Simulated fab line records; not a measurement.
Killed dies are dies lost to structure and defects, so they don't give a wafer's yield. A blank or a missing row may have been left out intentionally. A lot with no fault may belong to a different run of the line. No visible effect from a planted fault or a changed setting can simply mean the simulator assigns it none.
A struck lot beside a sound one + flow n5 finfet + 15 steps out of a route of 1938
Sound: wafers L591.1, L591.2, L591.6. Struck: wafer L583.6 (L583.2, L583.5, from the same lot, were not struck and are left out); the cause is given at the end.
Each step with rows lists, per side, the tool, then ch with its chambers, then its first start. Under that, the readings that differ: sound wafers + struck wafers + difference of the means + sigmas: that difference in standard deviations of wafers without a fault.
alike: readings with means less than 2 such deviations apart, plus words and numbers identical on both sides. not compared: withheld readings, readings lacking a value on some wafer, bounds such as >300 that could conceal the same value, and numbers that have no deviation in the record and whose values overlap.
Wherever a step has rows on one side only, a row that says differs or no value, or a row with sigmas, the two part there. Numbers that have no deviation but don't overlap get no sigmas and don't part them. A reading that every wafer of one side lacks parts them only if that side has two wafers or more.

N5_BEOL_M15_ANNEAL_48: time 90 s.
  sound on rtp anneal-01 ch 0, day 15 03:36; struck on rtp anneal-02 ch 0, day 13 11:51
  alike: wafer_temp_C_max
N5_BEOL_M15_CMP_49: polishes, stops on SiO2, t overpolish 4.9 s, target thk 850 nm.
  sound on cmp-04 ch 0,1,2, day 15 03:54; struck on cmp-04 ch 3, day 13 12:11
| reading             | sound       | struck | difference | sigmas |
|---------------------|-------------|--------|------------|--------|
| motor current A (A) | 7.6 6.8 7.1 | 8.5    | +1.3       | +2     |
  alike: barrier field endpoint s, overpolish run s, platen rpm
N5_BEOL_M15_THK_MEAS_50: measures by xrf.
  sound on film metro-01 at day 15 04:11; struck on film metro-01 at day 13 12:25
  alike: M15_THK
then, 1 step without rows for these wafers: N5_BEOL_M15_PRE_CLEAN_52 (time 15 s).
N5_BEOL_M15_DEP_53: deposits SiCN from 3MS/NH3, target thk 50 nm, time 17.8 s.
  sound on pecvd-01 ch 0,2, day 15 04:15; struck on pecvd-03 ch 2, day 13 12:29
  alike: showerhead plenum p Torr, throttle valve pct
N5_BEOL_M15_RS_MEAS_54: measures by four-point-probe.
  sound on film metro-02 at day 15 04:19; struck on film metro-02 at day 13 12:34
  alike: M15_RS
N5_BEOL_M15_INSPECT_55: inspects for defects (darkfield).
  sound on defect inspect-02 at day 15 04:21; struck on defect inspect-01 at day 13 12:35
  alike: raw defect count
N5_BEOL_M15_RC_MEAS_101:
  sound on prober-01 ch 0, day 15 04:22; struck on prober-02 ch 0, day 13 13:01
| reading           | sound                 | struck  | difference | sigmas |
|-------------------|-----------------------|---------|------------|--------|
| COMB_M8 (S/m)     | 2.2e-11 3e-11 3.6e-11 | 1.7e-11 | -1.2e-11   | -2     |
| SERP_M14 (ohm/um) | 0.169 0.169 0.171     | 0.160   | -0.010     | -2     |
  alike: COMB_M10, COMB_M11, COMB_M12, COMB_M13, COMB_M14, COMB_M14_max_site, COMB_M15, COMB_M5, COMB_M6, COMB_M7, COMB_M9, SERP_M10, SERP_M11, SERP_M12, SERP_M13, SERP_M5, SERP_M6, SERP_M7, SERP_M8, SERP_M9, SERP_M9_max_site
N5_PASSIVATION_PECVD_00: deposits SiO2 from SiH4/N2O, target thk 200 nm, time 11.2 s.
  sound on pecvd-01 ch 0,2, day 15 05:20; struck on pecvd-04 ch 2, day 13 13:50
  alike: heater power w, showerhead plenum p Torr, throttle valve pct
then, 1 step without rows for these wafers: N5_MIM_BOT_DEGAS_01 (time 60 s).
N5_MIM_BOT_SPUTTER_00: material TiN, target thk 35 nm, time 89.7 s.
  sound on pvd sputter-02 at day 15 06:03; struck on pvd sputter-03 at day 13 14:39
  alike: cathode dc power W, chamber pressure pa, throttle valve pct
then, 1 step without rows for these wafers: N5_MIM_TOP_ALD_00 (deposits Al2O3, purge time 3 s, co reactant pulse time 3 s).
N5_MIM_TOP_ALD_01: deposits HfO2, target thk 5.6 nm, pulse time 1 s, purge time 3 s.
  sound on ald hk-01 ch 0,2,3, day 15 06:00; struck on ald hk-03 ch 0, day 13 14:00
| reading                                  | sound       | struck | difference | sigmas |
|------------------------------------------|-------------|--------|------------|--------|
| ald cycles                               | 62 62 62    | 80     | +18        |        |
| model.HfO2_of_MIM_TOP_ALD_01.thk nm (nm) | 5.6 5.6 5.6 | 7.2    | +1.6       |        |
  alike: precursor pulse height rel
then, 1 step without rows for these wafers: N5_MIM_TOP_ALD_02 (deposits Al2O3, purge time 3 s, co reactant pulse time 3 s).
N5_PASSIVATION_PROBE_49:
  sound on prober-02 at day 15 17:14; struck on prober-01 at day 14 04:12
| reading               | sound       | struck | difference | sigmas |
|-----------------------|-------------|--------|------------|--------|
| killed_at_M0_to_M3    | 35 25 32    | 8      | -23        | -2     |
| sort_bin_6_memory (%) | 4.3 3.6 2.4 | 1.7    | -1.7       | -3     |
  alike: defect limited yield, killed_at_M4_up, killed at contacts, killed at front end, killed at other, killed dies, killed open, killed short, sort_bin_5_function, sort_bin_8_speed, sort n pass, sort yield pct

== WHERE THEY PART ==
Last at N5_PASSIVATION_PROBE_49 as far as this record goes, first at N5_BEOL_M15_CMP_49.

WHY: the cause the simulator had injected
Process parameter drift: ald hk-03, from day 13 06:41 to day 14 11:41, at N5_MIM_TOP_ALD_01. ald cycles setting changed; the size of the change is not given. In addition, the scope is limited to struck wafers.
